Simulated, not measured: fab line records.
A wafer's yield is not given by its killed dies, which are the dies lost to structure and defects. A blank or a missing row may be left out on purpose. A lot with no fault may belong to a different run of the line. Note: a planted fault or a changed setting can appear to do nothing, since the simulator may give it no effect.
fab line records | flow n5Finfet
record lots=6 | wafers=18 | lastDay=18
route steps=1938 shown BEOL_M15@1815 PASSIVATION@1936
lots that met no fault: taken from a fault-free run of the same line
startH: hours from the record's opening day to when the first of the lot's shown wafers began | waitH: hours since the lot's step before | " repeats the value in the row above | L1.1+2: a row that stands for several wafers | - no value present, or no start provided | * or withheld: withheld | < > ~ a bound
route shown NAME@n: a module of which the file shows steps, and the number in the route of the first | usual: mean/standard deviation of fault-free wafers | same: alike in all rows | chamber/n: place in a boat | sites: each site's reading | _std_site: standard deviation across them | _edge_site: inner sites' mean taken away from outer sites' mean | radiusMm: how far each site lies from the wafer's centre | mask NAME#n: copy n | behind: the tool/chamber that last shaped the wafer | hold: cause of the lot's hold/its duration in hours/its outcome | device: which transistor (n, p or np) failed to switch | end of line: the tests these same wafers got at the end of their route | where a step has no rows: the recipe by itself | killed: count of dies lost to structure and defects at first sort (not the wafer's yield) | map: the dies of a wafer, with x for killed, . for not killed, _ for no die there
set.NAME: setting as actually run; set.NAME@STEP: the setting as run at that earlier step | model.NAME: the simulator's own value behind a step, which no gauge read
lots seen at some steps along the route; tables by step, rows by wafer
services: from which hour (startH, from the record's first day; less than 0 if before it) a tool's chamber was out of use, for how many hours, and why
## steps
# step N5_BEOL_M15_PRECLEAN_39
# recipe chemistry=residueRemover | timeS=60 | tempC=40
# step N5_BEOL_M15_SRD_40
# recipe timeS=30 | tempC=23 | rinseLiquid=diw | dry=n2Spin | spinRpm=1500 | dryTimeS=30
# step N5_BEOL_M15_DEGAS_41
# recipe ambient=vacuum | tempC=300 | timeS=60
# step N5_BEOL_M15_PRE_CLEAN_42
# recipe gas=H2/He | timeS=30 | tempC=300
# usual heaterPowerW=462/28
lot.wafer | tool          | chamber | startH | waitH | heaterPowerW
L656.2    | pvdSputter-01 | -       | 295.51 | 0.0   | 479
L656.3    | "             | -       | "      | "     | 445
L656.5    | "             | -       | "      | "     | 475
L658.1    | pvdSputter-02 | -       | 307.86 | 0.0   | 496
L658.4    | "             | -       | "      | "     | 485
L658.6    | "             | -       | "      | "     | 499
L664.2    | pvdSputter-03 | -       | 346.34 | 0.0   | 456
L664.3    | "             | -       | "      | "     | 464
L664.4    | "             | -       | "      | "     | 504
L666.1    | pvdSputter-02 | -       | 352.04 | 0.0   | 489
L666.4    | "             | -       | "      | "     | 496
L666.6    | "             | -       | "      | "     | 497
L671.1    | pvdSputter-01 | -       | 365.46 | 0.0   | 483
L671.2    | "             | -       | "      | "     | 485
L671.5    | "             | -       | "      | "     | 455
L676.1    | pvdSputter-01 | -       | 407.66 | 0.0   | 470
L676.3    | "             | -       | "      | "     | 422
L676.6    | "             | -       | "      | "     | 462
# step N5_BEOL_M15_SPUTTER_43
# recipe material=TaN | targetThkA=150 | tempC=50 | biasV=168.6 | powerW=15000 | chamberPressurePa=0.12 | timeS=24.19
# step N5_BEOL_M15_SPUTTER_44
# recipe material=Ta | targetThkA=150 | tempC=50 | biasV=80 | powerW=15000 | chamberPressurePa=0.07 | timeS=24.19
# usual throttleValvePct=30.6/0.64
lot.wafer | tool          | chamber | startH | waitH | throttleValvePct
L656.2    | pvdSputter-01 | -       | 295.63 | 0.0   | 30.8
L656.3    | "             | -       | "      | "     | 31.6
L656.5    | "             | -       | "      | "     | 30.4
L658.1    | pvdSputter-02 | -       | 307.98 | 0.0   | 30.2
L658.4    | "             | -       | "      | "     | 31.0
L658.6    | "             | -       | "      | "     | 30.2
L664.2    | pvdSputter-03 | -       | 346.46 | 0.0   | 30.2
L664.3    | "             | -       | "      | "     | 29.4
L664.4    | "             | -       | "      | "     | 30.3
L666.1    | pvdSputter-02 | -       | 352.16 | 0.0   | 30.6
L666.4    | "             | -       | "      | "     | 30.9
L666.6    | "             | -       | "      | "     | 30.2
L671.1    | pvdSputter-01 | -       | 365.58 | 0.0   | 31.2
L671.2    | "             | -       | "      | "     | 30.1
L671.5    | "             | -       | "      | "     | 31.7
L676.1    | pvdSputter-01 | -       | 407.78 | 0.0   | 31.1
L676.3    | "             | -       | "      | "     | 31.5
L676.6    | "             | -       | "      | "     | 30.9
# step N5_BEOL_M15_SPUTTER_45
# recipe material=Cu | targetThkA=1000 | tempC=-20 | biasV=60 | powerW=26000 | chamberPressurePa=0.13 | timeS=16.67
# usual chuckSensorTempC=-15.8/0.62 | throttleValvePct=30.6/0.64
lot.wafer | tool          | chamber | startH | waitH | chuckSensorTempC | throttleValvePct
L656.2    | pvdSputter-01 | -       | 295.71 | 0.0   | -14.7            | 30.8
L656.3    | "             | -       | "      | "     | -16.2            | 31.6
L656.5    | "             | -       | "      | "     | -16.5            | 30.2
L658.1    | pvdSputter-02 | -       | 308.06 | 0.0   | -15.8            | 30.4
L658.4    | "             | -       | "      | "     | -15.5            | 31.2
L658.6    | "             | -       | "      | "     | -15.5            | 30.2
L664.2    | pvdSputter-03 | -       | 346.54 | 0.0   | -14.8            | 30.0
L664.3    | "             | -       | "      | "     | -15.9            | 29.3
L664.4    | "             | -       | "      | "     | -16.6            | 30.3
L666.1    | pvdSputter-02 | -       | 352.24 | 0.0   | -15.4            | 30.1
L666.4    | "             | -       | "      | "     | -15.7            | 30.9
L666.6    | "             | -       | "      | "     | -15.4            | 30.0
L671.1    | pvdSputter-01 | -       | 365.66 | 0.0   | -14.8            | 31.1
L671.2    | "             | -       | "      | "     | -16.4            | 30.3
L671.5    | "             | -       | "      | "     | -16.3            | 31.8
L676.1    | pvdSputter-01 | -       | 407.86 | 0.0   | -14.8            | 31.1
L676.3    | "             | -       | "      | "     | -16.9            | 31.6
L676.6    | "             | -       | "      | "     | -15.0            | 30.6
# step N5_BEOL_M15_ECD_47
# recipe material=Cu | targetThkA=18600
# step N5_BEOL_M15_ANNEAL_48
# recipe tempC=225 | timeS=90 | ambient=N2
# usual wafer_temp_C_max=225.70/0.21
lot.wafer | tool         | chamber | startH | waitH | wafer_temp_C_max
L656.2    | rtpAnneal-01 | 0       | 296.13 | 0.2   | 225.37
L656.3    | "            | 0       | "      | "     | 224.92
L656.5    | "            | 0       | "      | "     | 225.51
L658.1    | rtpAnneal-02 | 0       | 308.42 | 0.2   | 225.75
L658.4    | "            | 0       | "      | "     | 226.01
L658.6    | "            | 0       | "      | "     | 226.04
L664.2    | rtpAnneal-02 | 0       | 346.96 | 0.2   | 225.38
L664.3    | "            | 0       | "      | "     | 225.64
L664.4    | "            | 0       | "      | "     | 226.00
L666.1    | rtpAnneal-02 | 0       | 353.97 | 1.5   | 226.29
L666.4    | "            | 0       | "      | "     | 226.22
L666.6    | "            | 0       | "      | "     | 225.56
L671.1    | rtpAnneal-01 | 0       | 366.02 | 0.2   | 225.79
L671.2    | "            | 0       | "      | "     | 225.57
L671.5    | "            | 0       | "      | "     | 225.89
L676.1    | rtpAnneal-01 | 0       | 408.24 | 0.2   | 226.02
L676.3    | "            | 0       | "      | "     | 225.80
L676.6    | "            | 0       | "      | "     | 225.47
# step N5_BEOL_M15_CMP_49
# recipe stopOn=SiO2 | tOverpolishS=4.9 | downForcePsi=2 | platenRpm=80 | clearingPlatenDownForcePsi=2 | clearingPlatenRpm=80 | postCmpClean=cuAlkaline | targetThkNm=850 | clearingPlatenPadVelocityMS=1.5917 | padVelocityMS=1.5917
# usual barrierFieldEndpointS=11.37/0.24 | motorCurrentA=7.8/0.81 | overpolishRunS=4.900/0.0096
lot.wafer | tool   | chamber | startH | waitH | barrierFieldEndpointS | motorCurrentA | overpolishRunS
L656.3    | cmp-01 | 2       | 296.42 | 0.2   | 11.64                 | 6.7           | 4.906
L656.2    | "      | 0       | "      | "     | 11.84                 | 7.7           | 4.902
L656.5    | "      | 2       | "      | "     | 11.81                 | 6.5           | 4.890
L658.4    | cmp-02 | 1       | 308.75 | 0.2   | 11.18                 | 9.7           | 4.889
L658.1    | "      | 3       | "      | "     | 11.46                 | 8.7           | 4.899
L658.6    | "      | 0       | "      | "     | 11.28                 | 7.6           | 4.896
L664.2    | cmp-02 | 1       | 347.23 | 0.2   | 11.14                 | 9.3           | 4.904
L664.4    | "      | 3       | "      | "     | 11.38                 | 8.7           | 4.904
L664.3    | "      | 0       | "      | "     | 11.44                 | 7.7           | 4.900
L666.1    | cmp-02 | 3       | 354.30 | 0.3   | 11.54                 | 8.7           | 4.916
L666.4    | "      | 1       | "      | "     | 10.97                 | 9.4           | 4.920
L666.6    | "      | 3       | "      | "     | 11.34                 | 8.4           | 4.905
L671.2    | cmp-01 | 3       | 366.32 | 0.2   | 11.19                 | 7.3           | 4.890
L671.1    | "      | 0       | "      | "     | 11.00                 | 7.0           | 4.896
L671.5    | "      | 0       | "      | "     | 11.26                 | 7.4           | 4.921
L676.1    | cmp-01 | 1       | 408.61 | 0.3   | 11.59                 | 7.9           | 4.895
L676.3    | "      | 2       | "      | "     | 11.53                 | 6.8           | 4.886
L676.6    | "      | 0       | "      | "     | 11.24                 | 7.6           | 4.900
# step N5_BEOL_M15_THK_MEAS_50
# recipe thkMeasGauge=xrf | reads=Cu_of_BEOL_M15_ECD_47
# usual M15_THK=863/16
lot.wafer | tool         | chamber | startH | waitH | M15_THK[nm]
L656.2    | filmMetro-01 | -       | 296.67 | -     | 891
L656.3    | "            | -       | "      | "     | 879
L656.5    | "            | -       | "      | "     | 884
L658.1    | filmMetro-01 | -       | 309.01 | -     | 877
L658.4    | "            | -       | "      | "     | 850
L658.6    | "            | -       | "      | "     | 872
L664.2    | filmMetro-01 | -       | 347.62 | -     | 866
L664.3    | "            | -       | "      | "     | 864
L664.4    | "            | -       | "      | "     | 851
L666.1    | filmMetro-01 | -       | 354.56 | -     | 875
L666.4    | "            | -       | "      | "     | 866
L666.6    | "            | -       | "      | "     | 875
L671.1    | filmMetro-01 | -       | 366.61 | -     | 853
L671.2    | "            | -       | "      | "     | 855
L671.5    | "            | -       | "      | "     | 843
L676.1    | filmMetro-01 | -       | 408.83 | -     | 862
L676.3    | "            | -       | "      | "     | 872
L676.6    | "            | -       | "      | "     | 871
# step N5_BEOL_M15_PRE_CLEAN_52
# recipe gas=NH3 | timeS=15 | tempC=withheld | rfPowerW=300
# step N5_BEOL_M15_DEP_53
# recipe material=SiCN | targetThkA=500 | tempC=withheld | precursor=3MS/NH3 | pressureTorr=3 | rfW=675 | timeS=17.8
# usual chamberPressureTorr=3.000/0.0066 | rfFwdPowerW=667/4 | showerheadPlenumPTorr=4.150/0.018 | showerheadVppV=1585/55 | throttleValvePct=18.1/0.71
lot.wafer | tool     | chamber | startH | waitH | chamberPressureTorr | rfFwdPowerW | showerheadPlenumPTorr | showerheadVppV | throttleValvePct
L656.2    | pecvd-03 | 2       | 296.75 | 0.0   | 3.002               | 665         | 4.118                 | 1541           | 17.7
L656.3    | "        | 2       | "      | "     | 3.002               | 663         | 4.121                 | 1536           | 17.7
L656.5    | "        | 2       | "      | "     | 3.000               | 664         | 4.133                 | 1523           | 17.8
L658.1    | pecvd-03 | 1       | 309.07 | 0.0   | 2.999               | 670         | 4.133                 | 1547           | 17.6
L658.4    | "        | 0       | "      | "     | 2.995               | 668         | 4.159                 | 1642           | 18.9
L658.6    | "        | 2       | "      | "     | 3.000               | 665         | 4.123                 | 1548           | 17.6
L664.2    | pecvd-03 | 1       | 347.68 | 0.0   | -                   | -           | -                     | -              | -
L664.3    | "        | 0       | "      | "     | -                   | -           | -                     | -              | -
L664.4    | "        | 0       | "      | "     | -                   | -           | -                     | -              | -
L666.1    | pecvd-03 | 1       | 354.62 | 0.0   | -                   | -           | -                     | -              | -
L666.4    | "        | 0       | "      | "     | -                   | -           | -                     | -              | -
L666.6    | "        | 1       | "      | "     | -                   | -           | -                     | -              | -
L671.1    | pecvd-02 | 1       | 366.68 | 0.0   | 3.007               | 666         | 4.156                 | 1652           | 17.7
L671.2    | "        | 0       | "      | "     | 2.996               | 667         | 4.187                 | 1486           | 17.7
L671.5    | "        | 1       | "      | "     | 3.001               | 665         | 4.151                 | 1658           | 17.9
L676.1    | pecvd-02 | 1       | 408.89 | 0.0   | 2.991               | 666         | 4.145                 | 1648           | 17.5
L676.3    | "        | 2       | "      | "     | 2.997               | 661         | 4.132                 | 1648           | 18.5
L676.6    | "        | 0       | "      | "     | 2.993               | 667         | 4.172                 | 1499           | 17.8
# step N5_BEOL_M15_RS_MEAS_54
# recipe thkMeasGauge=four-point-probe | reads=Cu_of_BEOL_M15_ECD_47+Ta_of_BEOL_M15_SPUTTER_44+TaN_of_BEOL_M15_SPUTTER_43
# usual M15_RS=0.0216/0.00035
lot.wafer | tool         | chamber | startH | waitH | M15_RS[ohm/sq]
L656.2    | filmMetro-01 | -       | 296.83 | 0.1   | 0.0210
L656.3    | "            | -       | "      | "     | 0.0212
L656.5    | "            | -       | "      | "     | 0.0211
L658.1    | filmMetro-02 | -       | 309.14 | 0.0   | 0.0212
L658.4    | "            | -       | "      | "     | 0.0218
L658.6    | "            | -       | "      | "     | 0.0214
L664.2    | filmMetro-01 | -       | 347.74 | 0.1   | 0.0214
L664.3    | "            | -       | "      | "     | 0.0215
L664.4    | "            | -       | "      | "     | 0.0219
L666.1    | filmMetro-02 | -       | 354.69 | 0.0   | 0.0213
L666.4    | "            | -       | "      | "     | 0.0216
L666.6    | "            | -       | "      | "     | 0.0213
L671.1    | filmMetro-01 | -       | 366.74 | 0.0   | 0.0219
L671.2    | "            | -       | "      | "     | 0.0217
L671.5    | "            | -       | "      | "     | 0.0222
L676.1    | filmMetro-02 | -       | 408.96 | 0.0   | 0.0216
L676.3    | "            | -       | "      | "     | 0.0214
L676.6    | "            | -       | "      | "     | 0.0213
# step N5_PASSIVATION_PROBE_49
# usual defectLimitedYield=91.1/1.5 | killed_at_M0_to_M3=36/11 | killed_at_M4_up=14/5.6 | killedAtContacts=11/5.6 | killedAtFrontEnd=40/12 | killedAtOther=4/3.2 | killedDies=105/17 | killedOpen=69/12 | killedShort=34/8.4 | sort_bin_5_function=5.2/0.95 | sort_bin_6_memory=3.3/0.63 | sort_bin_8_speed=0.00/0.007 | sortNPass=1075/17 | sortYieldPct=91.1/1.5
# same grossDies=1180 | killedAtBackSide=0 | sort_bin_4_leakage[%]=0
lot.wafer | tool      | chamber | startH | waitH | defectLimitedYield[%] | killed_at_M0_to_M3 | killed_at_M4_up | killedAtContacts | killedAtFrontEnd | killedAtOther | killedDies | killedOpen | killedShort | sort_bin_5_function[%] | sort_bin_6_memory[%] | sort_bin_8_speed[%] | sortNPass | sortYieldPct[%]
L658.1    | prober-02 | -       | 324.41 | 0.0   | 91.6                  | 21                 | 19              | 12               | 39               | 8             | 99         | 57         | 40          | 4.8                    | 3.4                  | 0                   | 1081      | 91.6
L658.4    | prober-02 | -       | 324.56 | 0.2   | 92.2                  | 35                 | 12              | 24               | 12               | 9             | 92         | 64         | 25          | 4.6                    | 2.9                  | 0                   | 1088      | 92.2
L658.6    | prober-02 | -       | 324.66 | 0.3   | 93.8                  | 24                 | 8               | 10               | 25               | 6             | 73         | 42         | 29          | 3.6                    | 2.2                  | 0                   | 1107      | 93.8
L666.1    | prober-01 | -       | 367.42 | 0.0   | 90.1                  | 33                 | 23              | 11               | 46               | 4             | 117        | 73         | 43          | 5.9                    | 3.5                  | 0                   | 1063      | 90.1
L666.6    | prober-01 | -       | 367.67 | 0.3   | 94.0                  | 35                 | 7               | 7                | 20               | 2             | 71         | 56         | 14          | 3.2                    | 2.5                  | 0                   | 1109      | 94.0
L671.1    | prober-02 | -       | 380.18 | 0.0   | 93.4                  | 15                 | 12              | 9                | 41               | 1             | 78         | 54         | 23          | 4.0                    | 2.6                  | 0                   | 1102      | 93.4
L671.2    | prober-02 | -       | 380.23 | 0.1   | 93.4                  | 34                 | 14              | 6                | 20               | 4             | 78         | 54         | 19          | 3.6                    | 2.8                  | 0                   | 1102      | 93.4
L671.5    | prober-02 | -       | 380.38 | 0.2   | 90.8                  | 41                 | 15              | 10               | 35               | 7             | 108        | 67         | 40          | 5.3                    | 3.4                  | 0                   | 1072      | 90.8
L676.1    | prober-01 | -       | 426.47 | 0.0   | 92.6                  | 23                 | 11              | 13               | 37               | 3             | 87         | 55         | 28          | 3.6                    | 3.1                  | 0                   | 1093      | 92.6
L676.3    | prober-01 | -       | 426.57 | 0.1   | 93.0                  | 33                 | 9               | 7                | 31               | 3             | 83         | 52         | 30          | 4.1                    | 2.7                  | 0                   | 1097      | 93.0
L676.6    | prober-01 | -       | 426.72 | 0.3   | 92.6                  | 36                 | 9               | 15               | 26               | 1             | 87         | 69         | 17          | 4.7                    | 2.6                  | 0                   | 1093      | 92.6
# killed by level:class
L658.1 MOL_CONTACT_COAG:geometricParticle:open=9 FIN_SAQP:geometricParticle:short=8 STI_FIN_REVEAL:geometricParticle:open=5 DUMMY_GATE:geometricParticle:open=5 BEOL_M1:geometricParticle:open=4 BEOL_M2:geometricParticle:open=4 BEOL_M4:geometricParticle:open=4 BEOL_M5:geometricParticle:open=4
L658.4 MOL_CONTACT_COAG:geometricParticle:open=20 BEOL_M0_SAQP:geometricParticle:open=11 BEOL_M2:geometricParticle:open=7 BEOL_M1:geometricParticle:open=6 STI_FIN_REVEAL:geometricParticle:open=4 MOL_CONTACT_COAG:geometricParticle:short=4 BEOL_M3:geometricParticle:open=4 BEOL_M4:geometricParticle:open=4
L658.6 MOL_CONTACT_COAG:geometricParticle:open=9 BEOL_M2:geometricParticle:open=9 BEOL_M0_SAQP:geometricParticle:short=8 GATE_CUT:geometricParticle:short=6 FIN_SAQP:geometricParticle:short=4 DUMMY_GATE:geometricParticle:open=3 BEOL_M0_SAQP:geometricParticle:open=3 BEOL_M4:geometricParticle:open=3
L666.1 FIN_SAQP:geometricParticle:short=12 MOL_CONTACT_COAG:geometricParticle:open=10 FIN_SAQP:geometricParticle:open=9 BEOL_M3:geometricParticle:open=9 BEOL_M0_SAQP:geometricParticle:short=7 BEOL_M4:geometricParticle:open=7 BEOL_M2:geometricParticle:open=6 BEOL_M4:geometricParticle:short=5
L666.6 BEOL_M1:geometricParticle:open=10 BEOL_M2:geometricParticle:open=8 MOL_CONTACT_COAG:geometricParticle:open=7 STARTING-WAFER:geometricParticle:open=5 BEOL_M0:geometricParticle:open=4 BEOL_M3:geometricParticle:open=4 FIN_CUT:geometricParticle:open=3 BEOL_M0_SAQP:geometricParticle:short=3
L671.1 FIN_SAQP:geometricParticle:open=12 FIN_SAQP:geometricParticle:short=11 DUMMY_GATE:geometricParticle:open=7 BEOL_M4:geometricParticle:open=7 MOL_CONTACT_COAG:geometricParticle:open=5 STI_FIN_REVEAL:geometricParticle:open=4 MOL_CONTACT_COAG:geometricParticle:short=4 BEOL_M2:geometricParticle:open=4
L671.2 BEOL_M0_SAQP:geometricParticle:open=14 STI_FIN_REVEAL:geometricParticle:open=7 BEOL_M2:geometricParticle:open=7 BEOL_M0_SAQP:geometricParticle:short=5 FIN_SAQP:geometricParticle:short=4 MOL_CONTACT_COAG:geometricParticle:open=4 BEOL_M4:geometricParticle:open=4 BEOL_M1:geometricParticle:open=3
L671.5 BEOL_M0_SAQP:geometricParticle:short=12 STI_FIN_REVEAL:geometricParticle:open=11 BEOL_M0_SAQP:geometricParticle:open=9 BEOL_M3:geometricParticle:open=9 FIN_SAQP:geometricParticle:open=6 MOL_CONTACT_COAG:geometricParticle:open=6 GATE_CUT:geometricParticle:short=5 BEOL_M2:geometricParticle:open=5
L676.1 FIN_SAQP:geometricParticle:short=11 MOL_CONTACT_COAG:geometricParticle:open=11 FIN_SAQP:geometricParticle:open=10 BEOL_M2:geometricParticle:open=6 BEOL_M2:geometricParticle:short=4 BEOL_M3:geometricParticle:open=4 BEOL_M4:geometricParticle:open=4 DUMMY_GATE:geometricParticle:open=3
L676.3 FIN_SAQP:geometricParticle:short=6 MOL_CONTACT_COAG:geometricParticle:open=6 STARTING-WAFER:geometricParticle:short=6 BEOL_M3:geometricParticle:open=6 BEOL_M0_SAQP:geometricParticle:short=5 BEOL_M1:geometricParticle:open=5 BEOL_M2:geometricParticle:open=5 BEOL_M0:geometricParticle:open=4
L676.6 MOL_CONTACT_COAG:geometricParticle:open=14 BEOL_M0:geometricParticle:open=10 BEOL_M1:geometricParticle:open=7 BEOL_M2:geometricParticle:open=7 BEOL_M0_SAQP:geometricParticle:open=6 FIN_SAQP:geometricParticle:open=5 GATE_CUT:geometricParticle:short=5 BEOL_M0_SAQP:geometricParticle:short=5
## services
tool          | chamber | startH | hours | kind
pecvd-03      | 2       | 281.38 | 5.5   | scheduledDown
pvdSputter-02 | -       | 295.39 | 5.2   | repair
pecvd-03      | 0       | 296.00 | 7.2   | repair
pecvd-03      | 2       | 318.15 | 4.3   | repair
cmp-02        | -       | 335.62 | 5.2   | pm
pecvd-03      | -       | 363.53 | 2.8   | pm
pvdSputter-02 | -       | 366.81 | 8.6   | repair
cmp-01        | -       | 369.76 | 0.3   | repair
pecvd-03      | 0       | 370.12 | 2.1   | scheduledDown
rtpAnneal-02  | -       | 383.37 | 2.9   | pm
cmp-01        | -       | 387.43 | 4.0   | pm
cmp-02        | -       | 389.17 | 3.4   | pm
cmp-01        | -       | 391.43 | -     | consumableReplace:conditioner
cmp-01        | -       | 391.43 | -     | consumableReplace:pad
pvdSputter-02 | -       | 396.80 | 1.1   | repair
cmp-02        | -       | 407.14 | 4.1   | repair
## key
firstSign step=N5_BEOL_M15_DEP_53 | reading=toolRecord | direction=missing
effect none on later readings
metAt N5_BEOL_M15_DEP_53
struckWafers L664.2,L664.3,L664.4,L666.1,L666.4,L666.6
onsetBetween 309.07 347.68
fault kind=skippedStepWhole | tool=pecvd-03 | chamber=- | onsetH=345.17 | steps=N5_BEOL_M15_DEP_53 | scope=struckLotsOnly
